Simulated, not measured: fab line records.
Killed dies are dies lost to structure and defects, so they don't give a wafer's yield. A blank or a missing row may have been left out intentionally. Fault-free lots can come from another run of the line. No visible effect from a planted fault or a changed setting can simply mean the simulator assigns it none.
Split-lot trial || flow n5 finfet || route with 1938 steps; 7 lots, 21 wafers read

## THE SPLIT
At N5_MOL_CONTACT_COAG_COAT_76 (time 60 s, resist thk 10 nm), the setting spin rpm was moved away from the recipe's 1500 rpm on 3 of the 21 wafers read, by -8.9% to +3.7%. This setting was run at the recipe's value on the other wafers.

## FROM THE SPLIT TO THE READING: what the file shows between them, 4 steps
- N5_MOL_CONTACT_COAG_COAT_77: time 60 s, resist thk 10 nm
- N5_MOL_CONTACT_COAG_COAT_78: resist thk 40 nm
- N5_MOL_CONTACT_COAG_DESCUM_88: chemistry O2, time 7 s
- N5_MOL_CONTACT_COAG_ETCH_89: etches underlayer in N2/H2, target depth 13 nm, time 10.4 s

## THE READING
etch.depth nm (the simulator's own value, which no gauge read), in nm, at N5_MOL_CONTACT_COAG_ETCH_90 (etches SiARC in CF4, target depth 13 nm, time 21.7 s). The file does not state a usual value for it. Here, 18 wafers ran the recipe; their average is 10.023 nm with a standard deviation of 0.043 nm.

{"wafer": "L074.1", "tool, chamber at the split": "litho track-01, 0", "spin rpm as run, rpm": 1500, "against the recipe": "recipe", "etch.depth nm, nm": 10.11, "against lot-mates on the recipe": "-"}
{"wafer": "L074.4", "tool, chamber at the split": "litho track-01, 0", "spin rpm as run, rpm": 1500, "against the recipe": "recipe", "etch.depth nm, nm": 10.1, "against lot-mates on the recipe": "-"}
{"wafer": "L074.6", "tool, chamber at the split": "litho track-01, 0", "spin rpm as run, rpm": 1500, "against the recipe": "recipe", "etch.depth nm, nm": 10.1, "against lot-mates on the recipe": "-"}
{"wafer": "L075.1", "tool, chamber at the split": "litho track-03, 0", "spin rpm as run, rpm": 1500, "against the recipe": "recipe", "etch.depth nm, nm": 9.997, "against lot-mates on the recipe": "-"}
{"wafer": "L075.3", "tool, chamber at the split": "litho track-03, 0", "spin rpm as run, rpm": 1555, "against the recipe": "+3.7%", "etch.depth nm, nm": 9.849, "against lot-mates on the recipe": -0.142}
{"wafer": "L075.6", "tool, chamber at the split": "litho track-03, 0", "spin rpm as run, rpm": 1500, "against the recipe": "recipe", "etch.depth nm, nm": 9.985, "against lot-mates on the recipe": "-"}
{"wafer": "L077.4", "tool, chamber at the split": "litho track-01, 0", "spin rpm as run, rpm": 1500, "against the recipe": "recipe", "etch.depth nm, nm": 10.07, "against lot-mates on the recipe": "-"}
{"wafer": "L077.5", "tool, chamber at the split": "litho track-01, 0", "spin rpm as run, rpm": 1500, "against the recipe": "recipe", "etch.depth nm, nm": 10.04, "against lot-mates on the recipe": "-"}
{"wafer": "L077.6", "tool, chamber at the split": "litho track-01, 0", "spin rpm as run, rpm": 1500, "against the recipe": "recipe", "etch.depth nm, nm": 10.04, "against lot-mates on the recipe": "-"}
{"wafer": "L079.3", "tool, chamber at the split": "litho track-03, 0", "spin rpm as run, rpm": 1500, "against the recipe": "recipe", "etch.depth nm, nm": 9.965, "against lot-mates on the recipe": "-"}
{"wafer": "L079.4", "tool, chamber at the split": "litho track-03, 0", "spin rpm as run, rpm": 1500, "against the recipe": "recipe", "etch.depth nm, nm": 9.992, "against lot-mates on the recipe": "-"}
{"wafer": "L079.5", "tool, chamber at the split": "litho track-03, 0", "spin rpm as run, rpm": 1500, "against the recipe": "recipe", "etch.depth nm, nm": 10, "against lot-mates on the recipe": "-"}
{"wafer": "L084.1", "tool, chamber at the split": "litho track-02, 0", "spin rpm as run, rpm": 1500, "against the recipe": "recipe", "etch.depth nm, nm": 9.985, "against lot-mates on the recipe": "-"}
{"wafer": "L084.4", "tool, chamber at the split": "litho track-02, 0", "spin rpm as run, rpm": 1383, "against the recipe": "-7.8%", "etch.depth nm, nm": 10.44, "against lot-mates on the recipe": "+0.443"}
{"wafer": "L084.6", "tool, chamber at the split": "litho track-02, 0", "spin rpm as run, rpm": 1500, "against the recipe": "recipe", "etch.depth nm, nm": 10.01, "against lot-mates on the recipe": "-"}
{"wafer": "L089.3", "tool, chamber at the split": "litho track-03, 0", "spin rpm as run, rpm": 1500, "against the recipe": "recipe", "etch.depth nm, nm": 9.996, "against lot-mates on the recipe": "-"}
{"wafer": "L089.4", "tool, chamber at the split": "litho track-03, 0", "spin rpm as run, rpm": 1500, "against the recipe": "recipe", "etch.depth nm, nm": 10, "against lot-mates on the recipe": "-"}
{"wafer": "L089.5", "tool, chamber at the split": "litho track-03, 0", "spin rpm as run, rpm": 1500, "against the recipe": "recipe", "etch.depth nm, nm": 10, "against lot-mates on the recipe": "-"}
{"wafer": "L091.1", "tool, chamber at the split": "litho track-03, 0", "spin rpm as run, rpm": 1367, "against the recipe": "-8.9%", "etch.depth nm, nm": 10.51, "against lot-mates on the recipe": "+0.494"}
{"wafer": "L091.2", "tool, chamber at the split": "litho track-03, 0", "spin rpm as run, rpm": 1500, "against the recipe": "recipe", "etch.depth nm, nm": 9.992, "against lot-mates on the recipe": "-"}
{"wafer": "L091.6", "tool, chamber at the split": "litho track-03, 0", "spin rpm as run, rpm": 1500, "against the recipe": "recipe", "etch.depth nm, nm": 10.04, "against lot-mates on the recipe": "-"}

FIT RESULTS
A straight line over all 21 wafers: etch.depth nm changes by -0.0535 nm for each +1% of spin rpm; r = -0.96; the points scatter about the line by 0.043 nm.
The same after taking each lot's own level away (the mean of its wafers on the recipe; 21 wafers): -0.0543 nm for each +1%; r = -0.99; scatter 0.018 nm.
That fit puts the effect of the largest move of spin rpm on the reading at 0.48 nm.
The lots' own levels span 9.9857 to 10.1033 nm, that is 2.7 times the standard deviation above.
The two slopes agree, so the slope changes little with the lot-to-lot level.
Check: for one of the wafers moved furthest among these (-8.9%), held out of the fit, the line's prediction against its lot-mates is +0.476 nm. Against them it came out at +0.494 nm.

## THESE WAFERS: OTHER SPLITS
These wafers also went through other splits before the reading. Each is held against what the fit with the lots' levels taken away leaves over:
{"other split on the same wafers": "N5_GATE_CUT_COAT_27 spin rpm", "wafers away from the commonest value": 3, "r with etch.depth nm (lot level and that fit taken away)": "+0.03"}

## THE WHOLE CHAIN: every reading that the file lists as answering this split, in the file's order
{"step": "N5_MOL_CONTACT_COAG_COAT_76", "what it does": "time 60 s, resist thk 10 nm", "reading": "SiARC_of_MOL_CONTACT_COAG_COAT_76.thk nm (the simulator's own value, which no gauge read)", "change (the file's fit)": "-0.06 nm for each +1% of the setting", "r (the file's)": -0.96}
{"step": "N5_MOL_CONTACT_COAG_ETCH_90", "what it does": "etches SiARC in CF4, target depth 13 nm, time 21.7 s", "reading": "etch.depth nm (the simulator's own value, which no gauge read)", "change (the file's fit)": "-0.0548 nm for each +1% of the setting", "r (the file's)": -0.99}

## THE FILE'S OWN FIT
etch.depth nm changes by -0.0548 nm for each +1% of spin rpm, r = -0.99.
